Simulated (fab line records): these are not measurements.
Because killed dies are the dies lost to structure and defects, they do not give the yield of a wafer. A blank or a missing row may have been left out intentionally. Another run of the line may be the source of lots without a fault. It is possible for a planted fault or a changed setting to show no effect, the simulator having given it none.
3 desks looking at one fault || flow n5_finfet || what lay behind the numbers comes last; until then each desk has only its own

## DESK OF THE TOOL OWNER: rie_diel-03
The tool's own readings at N5_BEOL_M3_VIA_ETCH_34 (etches the open film in C4F6/O2, target depth 69.4 nm, time 65.9 s): means of the sampled wafers that have a number, for each lot that ran on this tool. Any lot whose mean is over 4 standard deviations away from the usual mean is out of limits and marked OUT; that distance is given in the brackets.
Columns: A = bias_w at N5_BEOL_M3_VIA_ETCH_34, usual 170.0 W; B = drypump_motor_current_A at N5_BEOL_M3_VIA_ETCH_34, usual 5.5 A; C = oes_ar_750_au at N5_BEOL_M3_VIA_ETCH_34, usual 0.78 a.u.; D = oes_product_au at N5_BEOL_M3_VIA_ETCH_34, usual 0.78 a.u.; E = rf_vpp_V at N5_BEOL_M3_VIA_ETCH_34, usual 665 V; F = showerhead_plenum_p_Torr at N5_BEOL_M3_VIA_ETCH_34, usual 2.86 Torr; G = throttle_valve_pct at N5_BEOL_M3_VIA_ETCH_34, usual 30.80 %
{"lot": "L495", "first seen here": "day 7 20:45", "A": 169.9, "B": 5.2, "C": 0.76, "D": 0.75, "E": 665, "F": 2.92, "G": 30.71}
{"lot": "L504", "first seen here": "day 9 22:56", "A": 169.5, "B": 5.3, "C": 0.71, "D": 0.77, "E": 666, "F": 2.94, "G": 30.75}
{"lot": "L507", "first seen here": "day 10 13:44", "A": 169.9, "B": 5.1, "C": 0.77, "D": 0.84, "E": 667, "F": 2.88, "G": 30.62}
Finding of this desk: none of the 3 lots has anything out of limits.

## FROM THE METROLOGY DESK
Means of the sampled wafers that have a number, per lot and without regard to the tool the lot ran on: this is what the gauges read. Any lot whose mean is over 4 standard deviations away from the usual mean is out of limits and marked OUT; that distance is given in the brackets. Only the readings that lie furthest out on some lot appear, 7 of the 12 it has.
Columns: A = V2_OVL at N5_BEOL_M3_OVL_MEAS_29, usual 0.2 nm; B = DIBL_P at N5_BEOL_M4_RC_MEAS_101, usual 36.4 mV/V; C = IOFF_P at N5_BEOL_M4_RC_MEAS_101, usual 0.214 nA/um; D = ION_N at N5_BEOL_M4_RC_MEAS_101, usual 675 uA/um; E = ION_P at N5_BEOL_M4_RC_MEAS_101, usual 463 uA/um; F = SS_P at N5_BEOL_M4_RC_MEAS_101, usual 73.3 mV/dec; G = VT_P at N5_BEOL_M4_RC_MEAS_101, usual -250.1 mV
{"lot": "L493", "first seen here": "day 7 01:49", "A": 0.3, "B": 36.4, "C": 0.185, "D": 671, "E": 455, "F": 73.1, "G": -253.6}
{"lot": "L495", "first seen here": "day 7 16:27", "A": -0.2, "B": 37.2, "C": 0.221, "D": 685, "E": 469, "F": 73.6, "G": -251.8}
{"lot": "L504", "first seen here": "day 9 19:19", "A": 1.2, "B": 35.7, "C": 0.246, "D": 680, "E": 471, "F": 72.7, "G": -246.8}
{"lot": "L507", "first seen here": "day 10 07:10", "A": 0.6, "B": 38.8, "C": 0.239, "D": 675, "E": 466, "F": 73.5, "G": -247.2}
{"lot": "L514", "first seen here": "day 12 05:40", "A": -0.9, "B": 34.6, "C": 0.171, "D": 673, "E": 460, "F": 72.9, "G": -253.5}
{"lot": "L516", "first seen here": "day 12 18:44", "A": -0.0, "B": 36.2, "C": 0.213, "D": 678, "E": 460, "F": 73.7, "G": -249.0}
Finding of this desk: none of the 6 lots has anything out of limits.

## THE DEFECT DESK
Lot by lot, what the route's inspections counted, given as the mean of those sampled wafers with a number. Any lot whose mean is over 4 standard deviations away from the usual mean is out of limits and marked OUT; that distance is given in the brackets.
Columns: A = raw_defect_count at N5_BEOL_M3_INSPECT_30, usual 424
{"lot": "L493", "first seen here": "day 7 01:55", "A": 408}
{"lot": "L495", "first seen here": "day 7 16:32", "A": 397}
{"lot": "L504", "first seen here": "day 9 19:25", "A": 425}
{"lot": "L507", "first seen here": "day 10 07:15", "A": 367}
{"lot": "L514", "first seen here": "day 12 05:46", "A": 450}
{"lot": "L516", "first seen here": "day 12 18:50", "A": 521}
Finding of this desk: none of the 6 lots has anything out of limits.

## PUT TOGETHER
The tool owner's desk saw nothing out of limits.
From the metrology desk's view, nothing was out of limits.
No out-of-limits result turned up at the defect desk.

## WHAT WAS PUT IN BY THE SIMULATOR
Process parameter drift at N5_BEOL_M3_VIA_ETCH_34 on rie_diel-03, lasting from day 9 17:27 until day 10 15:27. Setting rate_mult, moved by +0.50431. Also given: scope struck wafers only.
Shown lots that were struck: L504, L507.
